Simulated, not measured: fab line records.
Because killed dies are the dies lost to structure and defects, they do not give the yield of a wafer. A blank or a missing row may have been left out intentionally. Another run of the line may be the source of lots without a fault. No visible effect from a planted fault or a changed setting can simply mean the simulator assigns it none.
Split-lot experiment / flow n5_finfet / route with 1938 steps; 7 lots, 21 wafers read

SPLIT DETAILS
At N5_BEOL_M8_COAT_22 (resist thk 30 nm), the setting spin_rpm was moved away from the recipe's 1500 rpm on 5 of the 21 wafers read, by -6.3% to +3.1%. For the rest of the wafers, this setting stayed at what the recipe calls for.

FROM THE SPLIT TO THE READING: what the file shows between them, 4 steps
- N5_BEOL_M8_EBR_24
- N5_BEOL_M8_SOFTBAKE_23: time 60 s
- N5_BEOL_M8_EXPOSE_25: exposes mask V7, target cd 40 nm
- N5_BEOL_M8_PEB_26: peb time 60 s

THE READING
CAR-EUV_of_BEOL_M8_COAT_22.thk_nm (the simulator's own value, which no gauge read), in nm, at N5_BEOL_M8_DEVELOP_27 (develop time 30 s). No usual value for it is given in the file. Here, 16 wafers ran the recipe; their average is 29.5 nm with a standard deviation of 0.1 nm.

wafer=L078.1; tool, chamber at the split=litho_track-02, 0; spin_rpm as run, rpm=1500; against the recipe=recipe; CAR-EUV_of_BEOL_M8_COAT_22.thk_nm, nm=29.4; against lot-mates on the recipe=-
wafer=L078.6; tool, chamber at the split=litho_track-02, 0; spin_rpm as run, rpm=1500; against the recipe=recipe; CAR-EUV_of_BEOL_M8_COAT_22.thk_nm, nm=29.4; against lot-mates on the recipe=-
wafer=L078.2; tool, chamber at the split=litho_track-02, 0; spin_rpm as run, rpm=1405; against the recipe=-6.3%; CAR-EUV_of_BEOL_M8_COAT_22.thk_nm, nm=30.4; against lot-mates on the recipe=+1.0
wafer=L079.3; tool, chamber at the split=litho_track-04, 0; spin_rpm as run, rpm=1411; against the recipe=-5.9%; CAR-EUV_of_BEOL_M8_COAT_22.thk_nm, nm=30.4; against lot-mates on the recipe=+0.8
wafer=L079.4; tool, chamber at the split=litho_track-04, 0; spin_rpm as run, rpm=1500; against the recipe=recipe; CAR-EUV_of_BEOL_M8_COAT_22.thk_nm, nm=29.6; against lot-mates on the recipe=-
wafer=L079.5; tool, chamber at the split=litho_track-04, 0; spin_rpm as run, rpm=1411; against the recipe=-5.9%; CAR-EUV_of_BEOL_M8_COAT_22.thk_nm, nm=30.6; against lot-mates on the recipe=+1.0
wafer=L088.4; tool, chamber at the split=litho_track-02, 0; spin_rpm as run, rpm=1500; against the recipe=recipe; CAR-EUV_of_BEOL_M8_COAT_22.thk_nm, nm=29.4; against lot-mates on the recipe=-
wafer=L088.5; tool, chamber at the split=litho_track-02, 0; spin_rpm as run, rpm=1500; against the recipe=recipe; CAR-EUV_of_BEOL_M8_COAT_22.thk_nm, nm=29.4; against lot-mates on the recipe=-
wafer=L088.6; tool, chamber at the split=litho_track-02, 0; spin_rpm as run, rpm=1500; against the recipe=recipe; CAR-EUV_of_BEOL_M8_COAT_22.thk_nm, nm=29.6; against lot-mates on the recipe=-
wafer=L087.3; tool, chamber at the split=litho_track-05, 0; spin_rpm as run, rpm=1500; against the recipe=recipe; CAR-EUV_of_BEOL_M8_COAT_22.thk_nm, nm=29.4; against lot-mates on the recipe=-
wafer=L087.4; tool, chamber at the split=litho_track-05, 0; spin_rpm as run, rpm=1500; against the recipe=recipe; CAR-EUV_of_BEOL_M8_COAT_22.thk_nm, nm=29.4; against lot-mates on the recipe=-
wafer=L087.6; tool, chamber at the split=litho_track-05, 0; spin_rpm as run, rpm=1500; against the recipe=recipe; CAR-EUV_of_BEOL_M8_COAT_22.thk_nm, nm=29.4; against lot-mates on the recipe=-
wafer=L091.1; tool, chamber at the split=litho_track-05, 0; spin_rpm as run, rpm=1500; against the recipe=recipe; CAR-EUV_of_BEOL_M8_COAT_22.thk_nm, nm=29.6; against lot-mates on the recipe=-
wafer=L091.3; tool, chamber at the split=litho_track-05, 0; spin_rpm as run, rpm=1500; against the recipe=recipe; CAR-EUV_of_BEOL_M8_COAT_22.thk_nm, nm=29.6; against lot-mates on the recipe=-
wafer=L091.4; tool, chamber at the split=litho_track-05, 0; spin_rpm as run, rpm=1500; against the recipe=recipe; CAR-EUV_of_BEOL_M8_COAT_22.thk_nm, nm=29.4; against lot-mates on the recipe=-
wafer=L093.1; tool, chamber at the split=litho_track-04, 0; spin_rpm as run, rpm=1500; against the recipe=recipe; CAR-EUV_of_BEOL_M8_COAT_22.thk_nm, nm=29.6; against lot-mates on the recipe=-
wafer=L093.3; tool, chamber at the split=litho_track-04, 0; spin_rpm as run, rpm=1500; against the recipe=recipe; CAR-EUV_of_BEOL_M8_COAT_22.thk_nm, nm=29.6; against lot-mates on the recipe=-
wafer=L093.4; tool, chamber at the split=litho_track-04, 0; spin_rpm as run, rpm=1500; against the recipe=recipe; CAR-EUV_of_BEOL_M8_COAT_22.thk_nm, nm=29.6; against lot-mates on the recipe=-
wafer=L097.2; tool, chamber at the split=litho_track-05, 0; spin_rpm as run, rpm=1547; against the recipe=+3.1%; CAR-EUV_of_BEOL_M8_COAT_22.thk_nm, nm=29.2; against lot-mates on the recipe=-0.4
wafer=L097.4; tool, chamber at the split=litho_track-05, 0; spin_rpm as run, rpm=1547; against the recipe=+3.1%; CAR-EUV_of_BEOL_M8_COAT_22.thk_nm, nm=29; against lot-mates on the recipe=-0.6
wafer=L097.5; tool, chamber at the split=litho_track-05, 0; spin_rpm as run, rpm=1500; against the recipe=recipe; CAR-EUV_of_BEOL_M8_COAT_22.thk_nm, nm=29.6; against lot-mates on the recipe=-

THE FIT
A straight line over all 21 wafers: CAR-EUV_of_BEOL_M8_COAT_22.thk_nm changes by -0.153 nm for each +1% of spin_rpm; r = -0.96; the points scatter about the line by 0.11 nm.
The same after taking each lot's own level away (the mean of its wafers on the recipe; 21 wafers): -0.155 nm for each +1%; r = -0.98; scatter 0.071 nm.
According to that fit, moving spin_rpm by its largest amount changes the reading by 0.98 nm.
From 29.40 to 29.60 nm: that is the span of the lots' own levels, equal to 2.0 times the standard deviation above.
Hence the lot-to-lot level has little effect on the slope; both slopes agree.
Check: with one of the wafers moved furthest among these (-6.3%) left out of the fit, the line predicts +0.97 nm for it against its lot-mates. Against them it came out at +1 nm.

OTHER SPLITS APPLIED TO THESE WAFERS
These wafers also went through other splits before the reading. Each is held against what the fit with the lots' levels taken away leaves over:
other split on the same wafers=N5_BEOL_M7_COAT_60 spin_rpm; wafers away from the commonest value=6; r with CAR-EUV_of_BEOL_M8_COAT_22.thk_nm (lot level and that fit taken away)=-0.13
other split on the same wafers=N5_BEOL_M8_ETCH_61 bias_w; wafers away from the commonest value=9; r with CAR-EUV_of_BEOL_M8_COAT_22.thk_nm (lot level and that fit taken away)=+0.07

THE WHOLE CHAIN: every reading that the file lists as answering this split, in the file's order
step=N5_BEOL_M8_COAT_22; what it does=resist thk 30 nm; reading=CAR-EUV_of_BEOL_M8_COAT_22.thk_nm (the simulator's own value, which no gauge read); change (the file's fit)=-0.141 nm for each +1% of the setting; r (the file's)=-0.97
step=N5_BEOL_M8_DEVELOP_27; what it does=develop time 30 s; reading=CAR-EUV_of_BEOL_M8_COAT_22.thk_nm (the simulator's own value, which no gauge read); change (the file's fit)=-0.156 nm for each +1% of the setting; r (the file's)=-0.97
step=N5_BEOL_M8_DESCUM_33; what it does=chemistry O2, time 7 s; reading=CAR-EUV_of_BEOL_M8_COAT_22.thk_nm (the simulator's own value, which no gauge read); change (the file's fit)=-0.157 nm for each +1% of the setting, in a fit together with time_s@BEOL_M8_DESCUM_33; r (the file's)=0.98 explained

THE FILE'S OWN FIT
CAR-EUV_of_BEOL_M8_COAT_22.thk_nm changes by -0.156 nm for each +1% of spin_rpm, r = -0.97.
